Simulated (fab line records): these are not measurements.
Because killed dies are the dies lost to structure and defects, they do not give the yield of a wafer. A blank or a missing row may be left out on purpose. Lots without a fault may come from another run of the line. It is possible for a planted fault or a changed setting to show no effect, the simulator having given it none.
Split-lot study -- flow n5Finfet -- on a route of 1938 steps: 7 lots, 21 wafers read

== SPLIT DETAILS ==
At N5_WELL_APT_PEB_06 (peb time 90 s), the setting pebTimeS was moved away from the recipe's 90 s on 3 of the 21 wafers read, by +11.8% to +20.6%. For the rest of the wafers, this setting stayed at what the recipe calls for.

== FROM THE SPLIT TO THE READING: what the file shows between them, 2 steps ==
- N5_WELL_APT_DEVELOP_07: develop time 45 s (also split here: developTimeS)
- N5_WELL_APT_HARDBAKE_12: time 120 s

== THE READING ==
cdNm, in nm, at N5_WELL_APT_CD_MEAS_08 (target cd 200 nm). On this fab line, fault-free wafers typically give 199.2 nm with a standard deviation of 1 nm.

wafer,"tool, chamber at the split","pebTimeS as run, s",against the recipe,"cdNm, nm",against lot-mates on the recipe
L075.2,"lithoTrack-01, 0",90,recipe,198.1,-
L075.3,"lithoTrack-01, 0",90,recipe,197.5,-
L075.6,"lithoTrack-01, 0",90,recipe,198.3,-
L076.1,"lithoTrack-05, 0",90,recipe,199.4,-
L076.2,"lithoTrack-05, 0",90,recipe,199.4,-
L076.3,"lithoTrack-05, 0",90,recipe,199.4,-
L077.1,"lithoTrack-04, 0",90,recipe,197.2,-
L077.2,"lithoTrack-04, 0",90,recipe,198.3,-
L077.3,"lithoTrack-04, 0",100.6,+11.8%,201.9,+4.2
L083.3,"lithoTrack-04, 0",90,recipe,199.5,-
L083.4,"lithoTrack-04, 0",90,recipe,200.7,-
L083.5,"lithoTrack-04, 0",90,recipe,198.6,-
L085.2,"lithoTrack-05, 0",90,recipe,199.1,-
L085.4,"lithoTrack-05, 0",100.8,+12.0%,202.5,+2.7
L085.6,"lithoTrack-05, 0",90,recipe,200.5,-
L092.1,"lithoTrack-01, 0",108.5,+20.6%,207.5,+6.9
L092.3,"lithoTrack-01, 0",90,recipe,199.1,-
L092.6,"lithoTrack-01, 0",90,recipe,202.1,-
L096.3,"lithoTrack-04, 0",90,recipe,201.1,-
L096.4,"lithoTrack-04, 0",90,recipe,199.2,-
L096.5,"lithoTrack-04, 0",90,recipe,198.6,-

FIT RESULTS
A straight line over all 21 wafers: cdNm changes by +0.345 nm for each +1% of pebTimeS; r = +0.84; the points scatter about the line by 1.3 nm.
The same after taking each lot's own level away (the mean of its wafers on the recipe; 21 wafers): +0.317 nm for each +1%; r = +0.91; scatter 0.85 nm.
According to that fit, moving pebTimeS by its largest amount changes the reading by 6.5 nm.
The span of the lots' own levels, 197.75 to 200.60 nm, comes to 2.8 times the standard deviation stated above.
The two slopes agree, so the slope changes little with the lot-to-lot level.
Check: with one of the wafers moved furthest among these (+20.6%) left out of the fit, the line predicts +5.91 nm for it against its lot-mates. It came out at +6.9 nm against them.

== FURTHER SPLITS ON THESE WAFERS ==
These wafers also went through other splits before the reading. Each is held against what the fit with the lots' levels taken away leaves over:
other split on the same wafers,wafers away from the commonest value,r with cdNm (lot level and that fit taken away)
N5_WELL_APT_DEVELOP_07 developTimeS,8,+0.66

== THE WHOLE CHAIN: every reading that the file lists as answering this split, in the file's order ==
step,what it does,reading,change (the file's fit),r (the file's)
N5_WELL_APT_CD_MEAS_08,target cd 200 nm,cdNm,+0.317 nm for each +1% of the setting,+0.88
N5_WELL_APT_DESCUM_13,"chemistry O2, time 7.9 s","WELL_APT.cdNm (the simulator's own value, which no gauge read)",+0.304 nm for each +1% of the setting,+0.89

== THE FILE'S OWN FIT ==
cdNm changes by +0.317 nm for each +1% of pebTimeS, r = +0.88.
